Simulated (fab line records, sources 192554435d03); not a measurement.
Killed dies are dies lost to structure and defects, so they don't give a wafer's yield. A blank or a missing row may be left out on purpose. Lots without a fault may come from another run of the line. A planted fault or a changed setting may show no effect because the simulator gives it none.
Chamber matching | flow n5_finfet | N5_BEOL_M1_ETCH_64 on rie_diel-03: 4 sister chambers
The step etches SOC in N2/H2, target depth 75 nm, overetch 15 nm, time 112.5 s. 18 wafers are shown with their chamber, then 9 later ones without.

WAFERS WITH THEIR CHAMBER
wafer  | chamber | throttle_valve_pct (%) | drypump_motor_current_A (A) | showerhead_plenum_p_Torr (Torr)
L074.2 | 3       | 17.5                   | 6.6                         | 2.60
L074.3 | 1       | 18.2                   | 6.0                         | 2.65
L074.6 | 1       | 18.2                   | 6.0                         | 2.64
L076.2 | 0       | 17.5                   | 4.9                         | 2.55
L076.5 | 1       | 18.2                   | 6.0                         | 2.64
L076.6 | 0       | 17.5                   | 4.9                         | 2.55
L079.3 | 1       | 18.2                   | 6.1                         | 2.64
L079.4 | 3       | 17.5                   | 6.7                         | 2.60
L079.6 | 0       | 17.5                   | 4.9                         | 2.55
L081.2 | 0       | 17.5                   | 4.9                         | 2.54
L081.4 | 2       | 17.7                   | 5.8                         | 2.55
L081.5 | 0       | 17.5                   | 4.9                         | 2.54
L082.1 | 1       | 18.2                   | 6.0                         | 2.64
L082.2 | 3       | 17.5                   | 6.6                         | 2.60
L082.5 | 0       | 17.5                   | 4.9                         | 2.54
L083.3 | 0       | 17.5                   | 4.9                         | 2.54
L083.5 | 1       | 18.3                   | 6.0                         | 2.64
L083.6 | 0       | 17.5                   | 4.9                         | 2.54

SIGNATURES (means of the wafers above)
reading                  | chamber 0 | chamber 1 | chamber 2 | chamber 3 | scatter within a chamber
throttle_valve_pct       | 17.500    | 18.217    | 17.700    | 17.500    | 0.0244
drypump_motor_current_A  | 4.900     | 6.017     | 5.800     | 6.633     | 0.0327
showerhead_plenum_p_Torr | 2.5438    | 2.6417    | 2.5500    | 2.6000    | 0.0044
Rule: a wafer's distance from a chamber is the root of the sum, over the readings, of the square of ((its reading less the chamber's mean) divided by the reading's scatter). The wafer belongs to the nearest chamber; if the next one is less than 2 further off, it can't be placed. The scatter: the root of (the sum of the squares of (reading less its chamber's mean) over the shown wafers, divided by (wafers less chambers)).

WAFERS WITHOUT THEIR CHAMBER
wafer  | throttle_valve_pct (%) | drypump_motor_current_A (A) | showerhead_plenum_p_Torr (Torr)
L089.1 | 17.6                   | 4.9                         | 2.53
L089.2 | 18.3                   | 6.0                         | 2.63
L089.3 | 17.5                   | 6.6                         | 2.59
L090.3 | 17.5                   | 6.6                         | 2.59
L090.4 | 17.7                   | 5.8                         | 2.55
L090.6 | 18.3                   | 6.0                         | 2.63
L093.1 | 17.5                   | 6.6                         | 2.58
L093.5 | 18.3                   | 6.1                         | 2.63
L093.6 | 17.6                   | 4.9                         | 2.53

WHICH CHAMBER EACH WENT THROUGH
wafer  | from the rows above | in truth
L089.1 | 0                   | 0
L089.2 | 1                   | 1
L089.3 | 3                   | 3
L090.3 | 3                   | 3
L090.4 | 2                   | 2
L090.6 | 1                   | 1
L093.1 | 3                   | 3
L093.5 | 1                   | 1
L093.6 | 0                   | 0
Placed correctly: 9 of 9. Can't be placed from these rows: 0. Placed wrongly: 0.
